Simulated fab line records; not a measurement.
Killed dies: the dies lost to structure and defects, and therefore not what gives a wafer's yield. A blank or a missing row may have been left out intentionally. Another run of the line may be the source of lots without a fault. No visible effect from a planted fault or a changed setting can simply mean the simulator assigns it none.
Matching of chambers ; flow n5Finfet ; 4 sister chambers for N5_HKMG_FIN_ETCH_32 on rieDiel-02
The step etches SOC in N2/H2, target depth 240 nm, time 300 s. 18 wafers are shown with their chamber, then 9 later ones without.

## EACH WAFER AND ITS CHAMBER
wafer;chamber;showerheadPlenumPTorr (Torr);throttleValvePct (%);drypumpMotorCurrentA (A)
L077.1;3;2.64;17.84;5.7
L077.3;2;2.42;18.17;5.9
L077.5;1;2.46;17.70;5.7
L078.2;0;2.53;17.64;5.3
L078.4;1;2.46;17.70;5.7
L078.5;3;2.64;17.84;5.7
L079.1;2;2.42;18.16;5.9
L079.2;0;2.53;17.65;5.3
L079.6;3;2.64;17.85;5.6
L081.3;1;2.46;17.71;5.7
L081.4;3;2.64;17.87;5.6
L081.5;0;2.53;17.65;5.3
L082.2;1;2.45;17.71;5.7
L082.3;2;2.42;18.17;6.0
L082.5;1;2.45;17.71;5.7
L086.3;2;2.42;18.20;5.9
L086.4;0;2.52;17.66;5.3
L086.5;1;2.45;17.70;5.7

SIGNATURES (averages over the wafers above)
reading;chamber 0;chamber 1;chamber 2;chamber 3;scatter within a chamber
showerheadPlenumPTorr;2.5275;2.4550;2.4200;2.6400;0.00401
throttleValvePct;17.6500;17.7050;18.1750;17.8500;0.0115
drypumpMotorCurrentA;5.300;5.700;5.925;5.650;0.0354
Rule: a wafer's distance from a chamber is the root of the sum, over the readings, of the square of ((its reading less the chamber's mean) divided by the reading's scatter). The wafer belongs to the nearest chamber; if the next one is less than 2 further off, it can't be placed. The scatter: take each reading less its chamber's mean, square it, sum over the shown wafers, divide by the number of wafers less the number of chambers, and take the root.

## WAFERS WITHOUT THEIR CHAMBER
wafer;showerheadPlenumPTorr (Torr);throttleValvePct (%);drypumpMotorCurrentA (A)
L088.1;2.52;17.69;5.3
L088.2;2.45;17.74;5.7
L088.5;2.41;18.19;5.9
L092.2;2.63;17.88;5.7
L092.5;2.41;18.21;5.9
L092.6;2.63;17.89;5.7
L095.2;2.52;17.70;5.3
L095.3;2.44;17.75;5.6
L095.5;2.44;17.76;5.7

## THE CHAMBER EACH PASSED THROUGH
wafer;from the rows above;in truth
L088.1;0;0
L088.2;1;1
L088.5;2;2
L092.2;3;3
L092.5;2;2
L092.6;3;3
L095.2;0;0
L095.3;1;1
L095.5;1;1
Correct placement for 9 of the 9. Can't be placed from these rows: 0. Number placed wrongly: 0.
